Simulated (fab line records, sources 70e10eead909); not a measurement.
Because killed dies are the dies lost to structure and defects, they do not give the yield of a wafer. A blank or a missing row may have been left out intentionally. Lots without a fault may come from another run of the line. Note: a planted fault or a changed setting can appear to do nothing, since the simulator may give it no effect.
Matching of chambers / flow nand_harc / NHARC_P_BONDPAD_DESCUM_11 on rie_diel-05: 4 sister chambers
The step chemistry O2, time 3 s. 4 wafers are shown with their chamber, then 8 later ones without.

== EACH WAFER AND ITS CHAMBER ==
wafer=L082.1; chamber=2; drypump_motor_current_A (A)=6.12
wafer=L082.5; chamber=1; drypump_motor_current_A (A)=5.73
wafer=L082.6; chamber=0; drypump_motor_current_A (A)=5.53
wafer=L083.1; chamber=3; drypump_motor_current_A (A)=6.33

== WAFERS WHOSE CHAMBER IS MISSING ==
wafer=L083.5; drypump_motor_current_A (A)=6.34
wafer=L083.6; drypump_motor_current_A (A)=5.53
wafer=L094.1; drypump_motor_current_A (A)=6.10
wafer=L094.3; drypump_motor_current_A (A)=6.29
wafer=L094.4; drypump_motor_current_A (A)=5.71
wafer=L096.1; drypump_motor_current_A (A)=6.32
wafer=L096.4; drypump_motor_current_A (A)=6.13
wafer=L096.6; drypump_motor_current_A (A)=6.32

== THE CHAMBER EACH PASSED THROUGH ==
wafer=L083.5; from the rows above=3; in truth=3
wafer=L083.6; from the rows above=0; in truth=0
wafer=L094.1; from the rows above=2; in truth=2
wafer=L094.3; from the rows above=3; in truth=3
wafer=L094.4; from the rows above=1; in truth=1
wafer=L096.1; from the rows above=3; in truth=3
wafer=L096.4; from the rows above=2; in truth=2
wafer=L096.6; from the rows above=3; in truth=3
Placed correctly: 8 of 8. Can't be placed from these rows: 0. 0 placed wrongly.
How it was worked out, from the rows above alone: a wafer's distance from a chamber is the root of the sum, over the readings, of the square of ((its reading less the chamber's mean) divided by the reading's scatter). If the next closest chamber is less than 2 further off than the closest, the wafer can't be placed; otherwise it belongs to the closest. Each chamber's mean is taken over the wafers shown for it. The scatter: root of mean squared gap, hidden wafer to nearest shown wafer, with one shown wafer a chamber.
